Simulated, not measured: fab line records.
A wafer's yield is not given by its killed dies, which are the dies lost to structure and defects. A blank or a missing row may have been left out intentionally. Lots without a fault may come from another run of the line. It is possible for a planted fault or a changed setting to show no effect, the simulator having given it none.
Matching of chambers :: flow nand_harc :: NHARC_A_STAIRCASE_TRIM_196 on rie_diel-05: 4 sister chambers
The step chemistry O2, time 211.2 s. 20 wafers are shown with their chamber, then 10 later ones without.

== WAFERS WITH THEIR CHAMBER ==
wafer: L075.1
chamber: 0
drypump_motor_current_A (A): 6.7
showerhead_plenum_p_Torr (Torr): 3.33
oes_product_au (a.u.): 0.997

wafer: L075.5
chamber: 1
drypump_motor_current_A (A): 5.3
showerhead_plenum_p_Torr (Torr): 3.39
oes_product_au (a.u.): 1.011

wafer: L075.6
chamber: 2
drypump_motor_current_A (A): 6.2
showerhead_plenum_p_Torr (Torr): 3.59
oes_product_au (a.u.): 0.978

wafer: L076.2
chamber: 1
drypump_motor_current_A (A): 5.4
showerhead_plenum_p_Torr (Torr): 3.39
oes_product_au (a.u.): 1.008

wafer: L076.3
chamber: 3
drypump_motor_current_A (A): 5.8
showerhead_plenum_p_Torr (Torr): 3.34
oes_product_au (a.u.): 0.994

wafer: L076.4
chamber: 2
drypump_motor_current_A (A): 6.3
showerhead_plenum_p_Torr (Torr): 3.59
oes_product_au (a.u.): 0.995

wafer: L082.3
chamber: 0
drypump_motor_current_A (A): 6.7
showerhead_plenum_p_Torr (Torr): 3.32
oes_product_au (a.u.): 0.999

wafer: L082.4
chamber: 3
drypump_motor_current_A (A): 5.8
showerhead_plenum_p_Torr (Torr): 3.33
oes_product_au (a.u.): 0.982

wafer: L082.5
chamber: 0
drypump_motor_current_A (A): 6.7
showerhead_plenum_p_Torr (Torr): 3.32
oes_product_au (a.u.): 0.999

wafer: L083.1
chamber: 3
drypump_motor_current_A (A): 5.8
showerhead_plenum_p_Torr (Torr): 3.33
oes_product_au (a.u.): 1.002

wafer: L083.4
chamber: 1
drypump_motor_current_A (A): 5.3
showerhead_plenum_p_Torr (Torr): 3.38
oes_product_au (a.u.): 0.992

wafer: L083.6
chamber: 0
drypump_motor_current_A (A): 6.7
showerhead_plenum_p_Torr (Torr): 3.32
oes_product_au (a.u.): 1.015

wafer: L086.1
chamber: 2
drypump_motor_current_A (A): 6.3
showerhead_plenum_p_Torr (Torr): 3.58
oes_product_au (a.u.): 1.009

wafer: L086.2
chamber: 1
drypump_motor_current_A (A): 5.3
showerhead_plenum_p_Torr (Torr): 3.37
oes_product_au (a.u.): 0.989

wafer: L086.3
chamber: 3
drypump_motor_current_A (A): 5.8
showerhead_plenum_p_Torr (Torr): 3.32
oes_product_au (a.u.): 0.998

wafer: L086.4
chamber: 0
drypump_motor_current_A (A): 6.7
showerhead_plenum_p_Torr (Torr): 3.32
oes_product_au (a.u.): 1.014

wafer: L086.5
chamber: 1
drypump_motor_current_A (A): 5.3
showerhead_plenum_p_Torr (Torr): 3.37
oes_product_au (a.u.): 0.991

wafer: L086.6
chamber: 0
drypump_motor_current_A (A): 6.7
showerhead_plenum_p_Torr (Torr): 3.32
oes_product_au (a.u.): 1.021

wafer: L087.2
chamber: 3
drypump_motor_current_A (A): 5.8
showerhead_plenum_p_Torr (Torr): 3.32
oes_product_au (a.u.): 1.002

wafer: L087.4
chamber: 1
drypump_motor_current_A (A): 5.3
showerhead_plenum_p_Torr (Torr): 3.37
oes_product_au (a.u.): 0.979

SIGNATURES (means of the wafers above)
reading: drypump_motor_current_A
chamber 0: 6.700
chamber 1: 5.317
chamber 2: 6.267
chamber 3: 5.800
scatter within a chamber: 0.0306

reading: showerhead_plenum_p_Torr
chamber 0: 3.3217
chamber 1: 3.3783
chamber 2: 3.5867
chamber 3: 3.3280
scatter within a chamber: 0.00756

reading: oes_product_au
chamber 0: 1.00750
chamber 1: 0.99500
chamber 2: 0.99400
chamber 3: 0.99560
scatter within a chamber: 0.0113
Rule: a wafer's distance from a chamber is the root of the sum, over the readings, of the square of ((its reading less the chamber's mean) divided by the reading's scatter). The wafer belongs to the nearest chamber; if the next one is less than 2 further off, it can't be placed. How the scatter is found: for the shown wafers, subtract from each reading the mean of its chamber, square and add these, divide the total by (wafers less chambers), then take the root.

== WAFERS WITHOUT THEIR CHAMBER ==
wafer: L087.5
drypump_motor_current_A (A): 6.7
showerhead_plenum_p_Torr (Torr): 3.32
oes_product_au (a.u.): 1.019

wafer: L091.1
drypump_motor_current_A (A): 6.2
showerhead_plenum_p_Torr (Torr): 3.56
oes_product_au (a.u.): 1.001

wafer: L091.3
drypump_motor_current_A (A): 5.3
showerhead_plenum_p_Torr (Torr): 3.36
oes_product_au (a.u.): 0.980

wafer: L091.4
drypump_motor_current_A (A): 5.8
showerhead_plenum_p_Torr (Torr): 3.32
oes_product_au (a.u.): 0.991

wafer: L092.1
drypump_motor_current_A (A): 6.7
showerhead_plenum_p_Torr (Torr): 3.31
oes_product_au (a.u.): 1.005

wafer: L092.2
drypump_motor_current_A (A): 6.2
showerhead_plenum_p_Torr (Torr): 3.56
oes_product_au (a.u.): 1.015

wafer: L092.5
drypump_motor_current_A (A): 5.3
showerhead_plenum_p_Torr (Torr): 3.36
oes_product_au (a.u.): 0.990

wafer: L096.1
drypump_motor_current_A (A): 6.7
showerhead_plenum_p_Torr (Torr): 3.30
oes_product_au (a.u.): 1.006

wafer: L096.5
drypump_motor_current_A (A): 5.8
showerhead_plenum_p_Torr (Torr): 3.31
oes_product_au (a.u.): 0.995

wafer: L096.6
drypump_motor_current_A (A): 6.2
showerhead_plenum_p_Torr (Torr): 3.56
oes_product_au (a.u.): 1.012

== THE CHAMBER EACH PASSED THROUGH ==
wafer: L087.5
from the rows above: 0
in truth: 0

wafer: L091.1
from the rows above: 2
in truth: 2

wafer: L091.3
from the rows above: 1
in truth: 1

wafer: L091.4
from the rows above: 3
in truth: 3

wafer: L092.1
from the rows above: 0
in truth: 0

wafer: L092.2
from the rows above: 2
in truth: 2

wafer: L092.5
from the rows above: 1
in truth: 1

wafer: L096.1
from the rows above: 0
in truth: 0

wafer: L096.5
from the rows above: 3
in truth: 3

wafer: L096.6
from the rows above: 2
in truth: 2
Placed correctly: 10 of 10. Not placeable from these rows: 0. 0 placed wrongly.
